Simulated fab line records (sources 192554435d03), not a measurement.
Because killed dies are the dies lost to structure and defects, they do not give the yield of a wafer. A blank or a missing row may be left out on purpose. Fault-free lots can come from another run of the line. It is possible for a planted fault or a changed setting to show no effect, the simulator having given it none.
Matching of chambers || flow n5-finfet || 3 sister chambers for N5_BEOL_M9_PECVD_70 on pecvd-01
The step deposits SiO2 from TEOS/O2, target thk 20 nm, time 22.7 s. 3 wafers are shown with their chamber, then 8 later ones without.

## EACH WAFER AND ITS CHAMBER
{"wafer": "L084.1", "chamber": 1, "showerhead-vpp-V (V)": 1281}
{"wafer": "L082.4", "chamber": 2, "showerhead-vpp-V (V)": 1389}
{"wafer": "L085.2", "chamber": 0, "showerhead-vpp-V (V)": 1162}

## WAFERS WITHOUT THEIR CHAMBER
{"wafer": "L085.5", "showerhead-vpp-V (V)": 1147}
{"wafer": "L085.6", "showerhead-vpp-V (V)": 1243}
{"wafer": "L088.1", "showerhead-vpp-V (V)": 1169}
{"wafer": "L088.2", "showerhead-vpp-V (V)": 1238}
{"wafer": "L088.3", "showerhead-vpp-V (V)": 1384}
{"wafer": "L096.1", "showerhead-vpp-V (V)": 1270}
{"wafer": "L096.3", "showerhead-vpp-V (V)": 1385}
{"wafer": "L096.5", "showerhead-vpp-V (V)": 1270}

## WHICH CHAMBER EACH WENT THROUGH
{"wafer": "L085.5", "from the rows above": 0, "in truth": 0}
{"wafer": "L085.6", "from the rows above": "can't be placed: 1 or 0", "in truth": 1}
{"wafer": "L088.1", "from the rows above": 0, "in truth": 0}
{"wafer": "L088.2", "from the rows above": "can't be placed: 1 or 0", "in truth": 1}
{"wafer": "L088.3", "from the rows above": 2, "in truth": 2}
{"wafer": "L096.1", "from the rows above": 1, "in truth": 1}
{"wafer": "L096.3", "from the rows above": 2, "in truth": 2}
{"wafer": "L096.5", "from the rows above": 1, "in truth": 1}
Placed correctly: 6 of 8. Not placeable from these rows: 2 (in 2, the candidates include the true chamber). Placed wrongly: 0.
How it was worked out, from the rows above alone: a wafer's distance from a chamber is the root of the sum, over the readings, of the square of ((its reading less the chamber's mean) divided by the reading's scatter). The wafer belongs to the nearest chamber; if the next one is less than 2 further off, it can't be placed. The mean given for a chamber averages the wafers shown for that chamber. The scatter: with one shown wafer a chamber, the root of the mean of the squares of how far each hidden wafer lies from its nearest shown one.
